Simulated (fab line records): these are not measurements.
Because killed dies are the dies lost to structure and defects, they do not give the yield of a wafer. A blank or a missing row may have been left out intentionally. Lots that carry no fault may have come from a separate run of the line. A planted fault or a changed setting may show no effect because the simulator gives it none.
fab line records	flow nand_harc
[record] lots = 6	wafers = 18	last_day = 33
route steps=1302 shown A_CHANNEL_HOLE_D2@574 END@1302
lots with no fault: from the same line, run without faults
start_h: start of the lot's first displayed wafer, in hours after the record's first day	wait_h: hours since the lot's step before	" unchanged from the row above	L1.1+2: a row that stands for several wafers	- no value, or no start was given	* or withheld: withheld	< > ~ a bound
route shown NAME@n: names a module that has steps shown in the file, with the first one's number in the route	usual: mean and standard deviation over wafers with no fault	same: alike in all rows	chamber/n: place in a boat	sites: the reading at each site	_std_site: how widely they spread, as a standard deviation	_edge_site: the outer-site mean with the inner-site mean subtracted	radius_mm: for every site, how far away it sits from the centre of the wafer	mask NAME#n: copy n	behind: the tool/chamber that last shaped the wafer	hold: reason for holding the lot/hours on hold/outcome of the hold	device: whichever transistor did not switch (one of n, p or np)	end of line: at the end of the route, the tests of the same wafers	a step without rows: its recipe alone	killed: count of dies lost to structure and defects at first sort (not the wafer's yield)	map: dies across one wafer; x = killed, . = not, _ = none there
set.NAME: the run value of the setting; set.NAME@STEP: its run value at that earlier step	model.NAME: the simulator's own value behind a step, which no gauge read
lots at some steps of the route; a table a step, a row a wafer
services: when a tool's chamber went out of use (start_h, in hours from the record's first day, below 0 if earlier), for how many hours, and the reason
[[steps]]
[step NHARC_A_CHANNEL_HOLE_D2_COAT_36]
[recipe] temp_c = 260	time_s = 75
[step NHARC_A_CHANNEL_HOLE_D2_COAT_37]
[recipe] temp_c = 225	time_s = 65
[step NHARC_A_CHANNEL_HOLE_D2_COAT_04]
[recipe] spin_rpm = 1500	resist_thk_nm = 90
[step NHARC_A_CHANNEL_HOLE_D2_SOFTBAKE_05]
[recipe] temp_c = 105	time_s = 55
[step NHARC_A_CHANNEL_HOLE_D2_EBR_06]
[step NHARC_A_CHANNEL_HOLE_D2_EXPOSE_07]
[recipe] na = 1.35	target_cd_nm = 100	sigma_outer = 0.3	dose_mj = 59.65	mask_id = HOLE_D2
[step NHARC_A_CHANNEL_HOLE_D2_PEB_08]
[recipe] peb_temp_c = 100	peb_time_s = 65
[step NHARC_A_CHANNEL_HOLE_D2_DEVELOP_09]
[recipe] develop_time_s = 35	dev_temp_c = 23
[step NHARC_A_CHANNEL_HOLE_D2_CD_MEAS_10]
[recipe] target_cd_nm = 100	landing_energy_ev = 500
[usual] cd_nm = 100.2/0.43
lot.wafer	tool	chamber	start_h	wait_h	cd_nm
L555.1	cd_sem-03	0	287.27	-	100.2
L555.4	"	0	"	"	100.3
L555.6	"	0	"	"	100.1
L566.1	cd_sem-02	0	405.58	-	100.1
L566.2	"	0	"	"	99.7
L566.5	"	0	"	"	99.5
L568.3	cd_sem-01	0	414.97	-	100.2
L568.4	"	0	"	"	99.8
L568.6	"	0	"	"	100.1
L572.1	cd_sem-01	0	453.50	-	99.6
L572.5	"	0	"	"	101.2
L572.6	"	0	"	"	100.5
L573.1	cd_sem-02	0	476.96	-	100.2
L573.2	"	0	"	"	100.2
L573.5	"	0	"	"	100.3
L577.1	cd_sem-03	0	527.58	-	99.6
L577.3	"	0	"	"	99.7
L577.4	"	0	"	"	99.5
[step NHARC_A_CHANNEL_HOLE_D2_OVL_MEAS_11]
[usual] overlay_x_nm = -0.2/0.81	overlay_y_nm = 0.0/0.77
lot.wafer	tool	chamber	start_h	wait_h	overlay_x_nm	overlay_y_nm
L555.1	overlay-01	-	287.36	-	1.2	0.6
L555.4	"	-	"	"	1.3	0.5
L555.6	"	-	"	"	1.4	0.1
L566.1	overlay-02	-	405.67	-	1.0	-0.8
L566.2	"	-	"	"	0.6	-0.7
L566.5	"	-	"	"	1.2	-1.5
L568.3	overlay-02	-	415.05	-	0.3	0.3
L568.4	"	-	"	"	0.0	0.8
L568.6	"	-	"	"	0.0	0.7
L572.1	overlay-01	-	453.59	-	-0.4	0.3
L572.5	"	-	"	"	-0.7	1.1
L572.6	"	-	"	"	-0.4	0.9
L573.1	overlay-01	-	477.05	-	-1.1	-0.8
L573.2	"	-	"	"	-0.8	-1.9
L573.5	"	-	"	"	-1.1	-1.3
L577.1	overlay-01	-	527.67	-	-0.4	-0.2
L577.3	"	-	"	"	-0.4	-0.9
L577.4	"	-	"	"	-1.0	-0.7
[step NHARC_A_CHANNEL_HOLE_D2_INSPECT_12]
[usual] raw_defect_count = 31/24
lot.wafer	tool	chamber	start_h	wait_h	raw_defect_count
L555.1	defect_inspect-01	-	287.40	0.0	11
L555.4	"	-	"	"	5
L555.6	"	-	"	"	8
L566.1	defect_inspect-01	-	405.71	0.0	51
L566.2	"	-	"	"	50
L566.5	"	-	"	"	62
L568.3	defect_inspect-01	-	415.09	0.0	57
L568.4	"	-	"	"	54
L568.6	"	-	"	"	54
L572.1	defect_inspect-01	-	453.63	0.0	13
L572.5	"	-	"	"	8
L572.6	"	-	"	"	17
L573.1	defect_inspect-02	-	477.08	0.0	21
L573.2	"	-	"	"	23
L573.5	"	-	"	"	13
L577.1	defect_inspect-02	-	527.70	0.0	5
L577.3	"	-	"	"	9
L577.4	"	-	"	"	6
[step NHARC_A_CHANNEL_HOLE_D2_DESCUM_15]
[recipe] time_s = 3	o2_flow_sccm = 200	ar_flow_sccm = 0	bias_power_w = 0	chemistry = O2
[usual] drypump_motor_current_A = 5.8/0.44	oes_product_au = 1.000/0.0075	rf_vpp_V = 57.9/0.93	showerhead_plenum_p_Torr = 1.94/0.069	throttle_valve_pct = 11.312/0.0095
lot.wafer	tool	chamber	start_h	wait_h	drypump_motor_current_A	oes_product_au	rf_hours_counter_h	rf_vpp_V	showerhead_plenum_p_Torr	throttle_valve_pct
L555.1	rie_diel-13	3	287.46	0.1	5.5	0.995	5.3	56.8	1.97	11.306
L555.4	"	0	"	"	5.4	1.003	4.8	57.2	1.81	11.302
L555.6	"	3	"	"	5.5	0.997	-	58.6	1.97	11.315
L566.1	rie_diel-01	2	405.78	0.1	4.9	0.986	0.7	57.9	1.90	11.300
L566.2	"	0	"	"	6.2	0.988	1.2	59.6	2.05	11.312
L566.5	"	1	"	"	6.0	1.004	-	58.2	1.98	11.306
L568.3	rie_diel-01	3	415.15	0.1	5.7	0.996	2.3	58.8	1.89	11.321
L568.4	"	2	"	"	4.9	0.998	2.0	57.4	1.89	11.327
L568.6	"	3	"	"	5.7	1.000	-	57.0	1.89	11.309
L572.1	rie_diel-13	0	453.70	0.1	5.4	1.008	4.5	57.9	1.81	11.292
L572.5	"	3	"	"	5.5	0.989	-	58.0	1.97	11.312
L572.6	"	0	"	"	5.4	1.008	-	56.8	1.81	11.324
L573.1	rie_diel-01	3	477.15	0.1	5.7	1.008	5.5	58.5	1.89	11.325
L573.2	"	0	"	"	6.2	1.005	8.1	58.4	2.05	11.320
L573.5	"	3	"	"	5.7	1.002	-	58.9	1.89	11.315
L577.1	rie_diel-01	1	527.76	0.1	5.9	1.006	10.9	56.9	1.98	11.313
L577.3	"	2	"	"	4.9	1.004	8.8	58.4	1.89	11.304
L577.4	"	0	"	"	6.1	0.996	11.5	58.3	2.05	11.311
[step NHARC_A_CHANNEL_HOLE_D2_ETCH_38]
[recipe] target_depth_a = 390	over_etch_frac = 0.3	time_s = 65	ion_energy_ev = 80	cf4_flow_sccm = 150	ar_flow_sccm = 0	rf_w = 300	bias_w = 100	chemistry = CF4
[usual] drypump_motor_current_A = 5.8/0.44	oes_product_au = 1.000/0.0079	rf_vpp_V = 151.5/1	showerhead_plenum_p_Torr = 1.79/0.06	throttle_valve_pct = 13.286/0.01
lot.wafer	tool	chamber	start_h	wait_h	drypump_motor_current_A	oes_product_au	rf_hours_counter_h	rf_vpp_V	showerhead_plenum_p_Torr	throttle_valve_pct
L555.1	rie_diel-13	0	287.59	0.1	5.4	1.015	4.8	150.3	1.68	13.287
L555.4	"	1	"	"	6.1	1.003	5.2	153.0	1.76	13.278
L555.6	"	2	"	"	6.2	0.995	-	152.2	1.84	13.279
L566.2	rie_diel-01	2	405.86	0.1	4.8	1.002	0.7	151.5	1.75	13.292
L566.1	"	0	"	"	6.2	0.786	1.2	152.1	1.89	13.283
L566.5	"	3	"	"	5.7	1.009	-	150.8	1.75	13.284
L568.3	rie_diel-01	0	415.23	0.1	6.2	0.783	2.8	152.3	1.89	13.290
L568.4	"	2	"	"	4.9	0.998	2.0	149.7	1.75	13.286
L568.6	"	0	"	"	6.2	0.781	-	151.7	1.89	13.289
L572.1	rie_diel-13	0	453.77	0.1	5.4	1.001	4.5	149.2	1.68	13.281
L572.6	"	0	"	"	5.4	1.003	-	151.0	1.68	13.289
L572.5	"	1	"	"	6.1	1.002	-	150.6	1.76	13.293
L573.1	rie_diel-01	2	477.24	0.1	4.9	0.988	5.8	152.6	1.75	13.297
L573.2	"	3	"	"	5.7	0.995	5.5	151.4	1.75	13.266
L573.5	"	1	"	"	5.9	0.992	-	151.8	1.82	13.294
L577.3	rie_diel-01	0	527.86	0.1	6.2	0.994	11.5	152.6	1.89	13.286
L577.1	"	1	"	"	6.0	0.989	10.9	151.7	1.82	13.288
L577.4	"	2	"	"	4.9	0.988	8.9	151.9	1.75	13.292
[step NHARC_A_CHANNEL_HOLE_D2_ETCH_39]
[recipe] target_depth_a = 2600	over_etch_frac = 0.3	time_s = 325	ion_energy_ev = 200	n2_flow_sccm = 150	h2_flow_sccm = 150	ar_flow_sccm = 0	rf_w = 400	bias_w = 150	chemistry = N2/H2
[usual] drypump_motor_current_A = 5.9/0.43	oes_product_au = 1.000/0.0072	rf_vpp_V = 431.3/2.3	showerhead_plenum_p_Torr = 2.07/0.079	throttle_valve_pct = 14.170/0.0099
lot.wafer	tool	chamber	start_h	wait_h	drypump_motor_current_A	oes_product_au	rf_hours_counter_h	rf_vpp_V	showerhead_plenum_p_Torr	throttle_valve_pct
L555.1	rie_diel-13	0	-	-	5.4	1.007	4.8	428.1	1.93	14.166
L555.4	"	3	"	"	5.5	1.003	5.4	431.6	2.10	14.174
L555.6	"	1	"	"	6.1	0.995	-	431.1	2.03	14.161
L566.1	rie_diel-01	3	-	-	5.7	0.991	0.8	429.3	2.01	14.168
L566.2	"	2	"	"	4.9	0.994	0.8	429.0	2.02	14.168
L566.5	"	3	"	"	5.8	0.995	-	429.7	2.01	14.167
L568.4	rie_diel-01	0	-	-	6.2	0.997	2.9	434.3	2.19	14.165
L568.3	"	1	"	"	6.0	0.995	2.6	433.3	2.11	14.182
L568.6	"	1	"	"	6.0	0.997	-	433.2	2.11	14.161
L572.1	rie_diel-13	3	-	-	5.5	0.998	4.2	433.0	2.10	14.170
L572.6	"	1	"	"	6.1	0.998	-	430.6	2.03	14.163
L572.5	"	2	"	"	6.2	0.990	-	435.1	2.13	14.167
L573.1	rie_diel-01	3	-	-	5.7	0.992	5.5	429.4	2.01	14.193
L573.2	"	2	"	"	4.9	0.995	5.9	428.7	2.02	14.167
L573.5	"	3	"	"	5.7	0.998	-	429.8	2.01	14.170
L577.3	rie_diel-01	0	-	-	6.1	1.006	11.5	434.4	2.19	14.173
L577.4	"	1	"	"	6.0	0.992	10.9	433.0	2.11	14.172
L577.1	"	2	"	"	4.9	0.989	8.9	431.4	2.02	14.167
[step NHARC_END_SORT_01]
[recipe] temp_c = 25
[usual] killed_at_array = 62/16	killed_at_other = 0.8/1.1	killed_at_periphery = 4/3.2	killed_dies = 67/16	killed_open = 3.5/1.9	killed_short = 2.1/1.5
[same] gross_dies = 677
lot.wafer	tool	chamber	start_h	wait_h	killed_at_array	killed_at_other	killed_at_periphery	killed_dies	killed_open	killed_short
L566.1	prober-01	0	679.99	2.5	672	0	5	677	0	4
L566.5	prober-01	0	683.17	3.7	48	1	6	55	4	1
L568.3	prober-02	0	683.98	3.1	673	1	3	677	0	2
L568.6	prober-02	0	686.36	4.0	670	1	6	677	3	0
// killed by level:class
L566.1 A_CHANNEL_HOLE_D2:area_etch=629 A_CHANNEL_HOLE_D1:chamber_film_flake=28 A_SLIT:chamber_film_flake=4 A_CONTACT:chamber_film_flake=4 P_STI:chamber_film_flake=3 A_SGD_CUT:geometric_particle:short=2 A_WL_FILL:geometric_particle:short=2 A_BONDPAD:chamber_film_flake=2
L566.5 A_CHANNEL_HOLE_D1:chamber_film_flake=29 A_SLIT:chamber_film_flake=4 A_CHANNEL_HOLE_D2:chamber_film_flake=3 P_STI:chamber_film_flake=2 P_GATE:chamber_film_flake=2 A_DECK1_JOINT:chamber_film_flake=2 A_STAIRCASE:chamber_film_flake=2 A_CONTACT:chamber_film_flake=2
L568.3 A_CHANNEL_HOLE_D2:area_etch=621 A_CHANNEL_HOLE_D1:chamber_film_flake=38 A_SLIT:chamber_film_flake=7 A_CONTACT:chamber_film_flake=3 P_M2:chamber_film_flake=2 A_STAIRCASE:chamber_film_flake=2 A_CHANNEL_FILL_D1:geometric_particle:short=1 A_SGD_CUT:geometric_particle:short=1
L568.6 A_CHANNEL_HOLE_D2:area_etch=632 A_CHANNEL_HOLE_D1:chamber_film_flake=30 P_M2:chamber_film_flake=3 A_CHANNEL_FILL_D2:geometric_particle:open=2 P_GATE:chamber_film_flake=2 A_SLIT:chamber_film_flake=2 A_CONTACT:chamber_film_flake=2 P_ZERO_WELL:chamber_film_flake=1
// map L566.1 (x killed, . not)
____________x____________
_________xxxxxxx_________
_______xxxxxxxxxxx_______
______xxxxxxxxxxxxx______
_____xxxxxxxxxxxxxxx_____
____xxxxxxxxxxxxxxxxx____
____xxxxxxxxxxxxxxxxx____
___xxxxxxxxxxxxxxxxxxx___
___xxxxxxxxxxxxxxxxxxx___
__xxxxxxxxxxxxxxxxxxxxx__
__xxxxxxxxxxxxxxxxxxxxx__
_xxxxxxxxxxxxxxxxxxxxxxx_
_xxxxxxxxxxxxxxxxxxxxxxx_
_xxxxxxxxxxxxxxxxxxxxxxx_
_xxxxxxxxxxxxxxxxxxxxxxx_
_xxxxxxxxxxxxxxxxxxxxxxx_
xxxxxxxxxxxxxxxxxxxxxxxxx
xxxxxxxxxxxxxxxxxxxxxxxxx
xxxxxxxxxxxxxxxxxxxxxxxxx
xxxxxxxxxxxxxxxxxxxxxxxxx
xxxxxxxxxxxxxxxxxxxxxxxxx
_xxxxxxxxxxxxxxxxxxxxxxx_
_xxxxxxxxxxxxxxxxxxxxxxx_
_xxxxxxxxxxxxxxxxxxxxxxx_
_xxxxxxxxxxxxxxxxxxxxxxx_
_xxxxxxxxxxxxxxxxxxxxxxx_
__xxxxxxxxxxxxxxxxxxxxx__
__xxxxxxxxxxxxxxxxxxxxx__
___xxxxxxxxxxxxxxxxxxx___
___xxxxxxxxxxxxxxxxxxx___
____xxxxxxxxxxxxxxxxx____
____xxxxxxxxxxxxxxxxx____
_____xxxxxxxxxxxxxxx_____
______xxxxxxxxxxxxx______
_______xxxxxxxxxxx_______
_________xxxxxxx_________
____________x____________
// map L568.3 (x killed, . not)
____________x____________
_________xxxxxxx_________
_______xxxxxxxxxxx_______
______xxxxxxxxxxxxx______
_____xxxxxxxxxxxxxxx_____
____xxxxxxxxxxxxxxxxx____
____xxxxxxxxxxxxxxxxx____
___xxxxxxxxxxxxxxxxxxx___
___xxxxxxxxxxxxxxxxxxx___
__xxxxxxxxxxxxxxxxxxxxx__
__xxxxxxxxxxxxxxxxxxxxx__
_xxxxxxxxxxxxxxxxxxxxxxx_
_xxxxxxxxxxxxxxxxxxxxxxx_
_xxxxxxxxxxxxxxxxxxxxxxx_
_xxxxxxxxxxxxxxxxxxxxxxx_
_xxxxxxxxxxxxxxxxxxxxxxx_
xxxxxxxxxxxxxxxxxxxxxxxxx
xxxxxxxxxxxxxxxxxxxxxxxxx
xxxxxxxxxxxxxxxxxxxxxxxxx
xxxxxxxxxxxxxxxxxxxxxxxxx
xxxxxxxxxxxxxxxxxxxxxxxxx
_xxxxxxxxxxxxxxxxxxxxxxx_
_xxxxxxxxxxxxxxxxxxxxxxx_
_xxxxxxxxxxxxxxxxxxxxxxx_
_xxxxxxxxxxxxxxxxxxxxxxx_
_xxxxxxxxxxxxxxxxxxxxxxx_
__xxxxxxxxxxxxxxxxxxxxx__
__xxxxxxxxxxxxxxxxxxxxx__
___xxxxxxxxxxxxxxxxxxx___
___xxxxxxxxxxxxxxxxxxx___
____xxxxxxxxxxxxxxxxx____
____xxxxxxxxxxxxxxxxx____
_____xxxxxxxxxxxxxxx_____
______xxxxxxxxxxxxx______
_______xxxxxxxxxxx_______
_________xxxxxxx_________
____________x____________
[[services]]
tool	chamber	start_h	hours	kind
rie_diel-01	0	286.30	-	clean
rie_diel-01	1	286.30	-	clean
rie_diel-01	2	286.30	-	clean
rie_diel-01	3	286.30	-	clean
rie_diel-01	2	294.76	7.8	repair
rie_diel-13	-	308.01	2.1	repair
rie_diel-01	0	310.80	-	clean
rie_diel-01	1	310.80	-	clean
rie_diel-01	2	310.80	-	clean
rie_diel-01	3	310.80	-	clean
rie_diel-01	0	335.30	-	clean
rie_diel-01	1	335.30	-	clean
rie_diel-01	2	335.30	-	clean
rie_diel-01	3	335.30	-	clean
rie_diel-01	2	338.17	7.4	repair
rie_diel-13	-	342.31	9.0	pm
rie_diel-01	0	359.80	-	clean
rie_diel-01	-	380.80	9.0	pm
rie_diel-01	3	454.18	17.9	repair
rie_diel-13	1	464.11	2.0	repair
rie_diel-01	2	464.28	7.7	repair
rie_diel-01	3	493.79	14.7	repair
rie_diel-01	1	500.33	1.9	repair
rie_diel-13	-	519.31	9.0	pm
[[key]]
[first_sign] step = NHARC_A_CHANNEL_HOLE_D2_ETCH_38	reading = oes_product_au	direction = down	sigmas = 28	usual = 1.000	struck = 0.783
[effect] step = NHARC_END_SORT_01	reading = killed_at_array	direction = up	sigmas = 37	usual = 62	struck = 672
[more_kills_born_at] NHARC_A_CHANNEL_HOLE_D2_ETCH_38@rie_diel-01 = 1882
met_at NHARC_A_CHANNEL_HOLE_D2_ETCH_38
struck_wafers L566.1,L568.3,L568.6
later_rows_left_out L566.1,L568.3,L568.6
tester_left_out L566,L568
[fault] kind = process_parameter_drift	tool = rie_diel-01	chamber = 0	onset_h = 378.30	steps = NHARC_A_CHANNEL_HOLE_D2_ETCH_38	channel = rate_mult	offset = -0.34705	shape = step	end_h = 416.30
// tester_left_out: of these lots the tester's yield and bins aren't shown, on N5 and GAA mostly nor the transistor test; their killed dies are dies lost to structure and defects alone, not to doping, threshold or leakage, so they don't give the yield
// later_rows_left_out: the simulator's readings of these wafers behind a module that went badly wrong aren't trusted and aren't shown, but for the sort
